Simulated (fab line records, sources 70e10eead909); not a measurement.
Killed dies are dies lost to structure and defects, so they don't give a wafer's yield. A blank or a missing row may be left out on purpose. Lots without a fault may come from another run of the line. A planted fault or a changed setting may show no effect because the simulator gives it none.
Chamber matching | flow nand_harc | NHARC_A_STAIRCASE_CMP_152 on cmp-04: 4 sister chambers
The step polishes. 8 wafers are shown with their chamber, then 9 later ones without.

WAFERS WITH THEIR CHAMBER
wafer  | chamber | motor_current_A (A) | slurry_filter_dp_kPa (kPa)
L082.4 | 2       | 12.1                | 13.53
L084.6 | 0       | 10.2                | 13.38
L085.1 | 0       | 10.9                | 13.59
L085.2 | 3       | 9.3                 | 13.46
L085.3 | 1       | 11.9                | 13.49
L087.1 | 2       | 12.1                | 13.57
L087.4 | 1       | 12.1                | 13.44
L087.6 | 3       | 10.3                | 13.37

WAFERS WITHOUT THEIR CHAMBER
wafer  | motor_current_A (A) | slurry_filter_dp_kPa (kPa)
L086.1 | 12.0                | 13.41
L086.2 | 12.2                | 13.55
L086.6 | 11.7                | 13.55
L094.2 | 10.1                | 13.50
L094.3 | 12.1                | 13.64
L094.5 | 10.2                | 13.47
L095.1 | 11.9                | 13.65
L095.3 | 10.5                | 13.45
L095.5 | 13.0                | 13.50

WHICH CHAMBER EACH WENT THROUGH
wafer  | from the rows above          | in truth
L086.1 | can't be placed: 1 or 2      | 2
L086.2 | can't be placed: 2 or 1      | 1
L086.6 | can't be placed: 2 or 1 or 0 | 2
L094.2 | can't be placed: 0 or 3      | 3
L094.3 | can't be placed: 2 or 1      | 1
L094.5 | can't be placed: 0 or 3      | 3
L095.1 | can't be placed: 2 or 1      | 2
L095.3 | can't be placed: 0 or 3      | 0
L095.5 | can't be placed: 2 or 1      | 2
Placed correctly: 0 of 9. Can't be placed from these rows: 9 (the true chamber is among the candidates in 9). Placed wrongly: 0.
How it was worked out, from the rows above alone: a wafer's distance from a chamber is the root of the sum, over the readings, of the square of ((its reading less the chamber's mean) divided by the reading's scatter). The wafer belongs to the nearest chamber; if the next one is less than 2 further off, it can't be placed. A chamber's mean is the mean of its shown wafers. The scatter: the root of (the sum of the squares of (reading less its chamber's mean) over the shown wafers, divided by (wafers less chambers)).
